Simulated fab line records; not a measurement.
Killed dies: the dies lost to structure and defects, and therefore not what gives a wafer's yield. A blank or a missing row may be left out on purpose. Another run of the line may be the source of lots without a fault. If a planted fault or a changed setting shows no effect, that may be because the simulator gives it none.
Which tool was responsible? + flow nand_harc + Sampling: 11 lots, 33 wafers, 3 of 1159 route steps

## WHAT THE GAUGES READ, wafer by wafer
NHARC_A_CONTACT_CD_MEAS_42: the cd target is 200 nm.
| lot  | measured     | on        | cd_nm (nm)        |
|------|--------------|-----------|-------------------|
| L460 | day 16 14:45 | cd_sem-01 | 200.0 199.4 199.2 |
| L464 | day 16 18:45 | cd_sem-01 | 199.1 199.1 199.5 |
| L462 | day 16 17:00 | cd_sem-01 | 199.4 199.8 200.1 |
| L463 | day 17 00:42 | cd_sem-03 | 199.8 200.3 200.1 |
| L466 | day 17 18:50 | cd_sem-03 | 200.3 200.2 200.4 |
| L465 | day 18 02:10 | cd_sem-03 | 199.8 198.7 199.4 |
| L469 | day 18 21:53 | cd_sem-02 | 200.3 201.2 200.4 |
| L474 | day 19 22:41 | cd_sem-01 | 199.7 199.6 200.4 |
| L476 | day 20 14:25 | cd_sem-01 | 201.6 201.1 200.3 |
| L478 | day 20 20:29 | cd_sem-02 | 213.2 213.1 213.4 |
| L481 | day 21 17:09 | cd_sem-02 | 211.1 211.6 211.6 |

## TOOL THAT RAN EACH LOT (tool first, then ch and the chambers of the sampled wafers, then the start)
| lot  | NHARC_A_WL_FILL_CVD_03        | NHARC_A_CONTACT_EXPOSE_39          |
|------|-------------------------------|------------------------------------|
| L460 | cvd_w-02 ch 0,1, day 15 03:41 | arfi_scanner-01 ch 0, day 16 14:37 |
| L464 | cvd_w-02 ch 0,1, day 15 12:06 | arfi_scanner-01 ch 0, day 16 18:37 |
| L462 | cvd_w-01 ch 0,1, day 15 12:24 | arfi_scanner-02 ch 0, day 16 16:52 |
| L463 | cvd_w-01 ch 0,1, day 15 18:16 | arfi_scanner-03 ch 0, day 17 00:34 |
| L466 | cvd_w-02 ch 0,1, day 16 11:37 | arfi_scanner-03 ch 0, day 17 18:42 |
| L465 | cvd_w-01 ch 0,1, day 17 00:44 | arfi_scanner-03 ch 0, day 18 02:01 |
| L469 | cvd_w-02 ch 0,1, day 17 11:21 | arfi_scanner-03 ch 0, day 18 21:46 |
| L474 | cvd_w-01 ch 0,1, day 18 14:53 | arfi_scanner-03 ch 0, day 19 22:33 |
| L476 | cvd_w-01 ch 0,1, day 19 07:23 | arfi_scanner-01 ch 0, day 20 14:16 |
| L478 | cvd_w-02 ch 0,1, day 19 11:06 | arfi_scanner-03 ch 0, day 20 20:21 |
| L481 | cvd_w-01 ch 0,1, day 20 03:49 | arfi_scanner-03 ch 0, day 21 17:01 |
- NHARC_A_WL_FILL_CVD_03: deposits W, target thk 40 nm, time 3302 s.
- NHARC_A_CONTACT_EXPOSE_39: exposes mask A CC 3.

## THE ANSWER, worked out from the rows above alone
Rule: the lots themselves supply what counts as usual. Put in order of their means at a reading, lots are off if they are a third of the lots or fewer, leave a main group of 4 or more, and stand apart from it by a gap of 3 or more times the standard deviation of the main group's means; of several such gaps the widest counts. A main group whose means are all the same, to the digits that the tables above print for the reading, isn't used. Also off: a lot with no number at a reading for which 4 or more lots have one. All remaining lots with rows at the step are treated as sound.
Off, at NHARC_A_CONTACT_CD_MEAS_42 on cd_nm: L478, L481. The main group has a mean of 200.0 nm with a standard deviation of 0.56.
If a tool, at a process step before that reading, ran all the lots that are off and no sound lot after the first of them, it fits. Those tools and the gauges at NHARC_A_CONTACT_CD_MEAS_42 are tried in the same way. Can't be told from this: 2 tools fit, arfi_scanner-03 at NHARC_A_CONTACT_EXPOSE_39, cd_sem-02 at NHARC_A_CONTACT_CD_MEAS_42.

## WHAT WAS PUT IN BY THE SIMULATOR
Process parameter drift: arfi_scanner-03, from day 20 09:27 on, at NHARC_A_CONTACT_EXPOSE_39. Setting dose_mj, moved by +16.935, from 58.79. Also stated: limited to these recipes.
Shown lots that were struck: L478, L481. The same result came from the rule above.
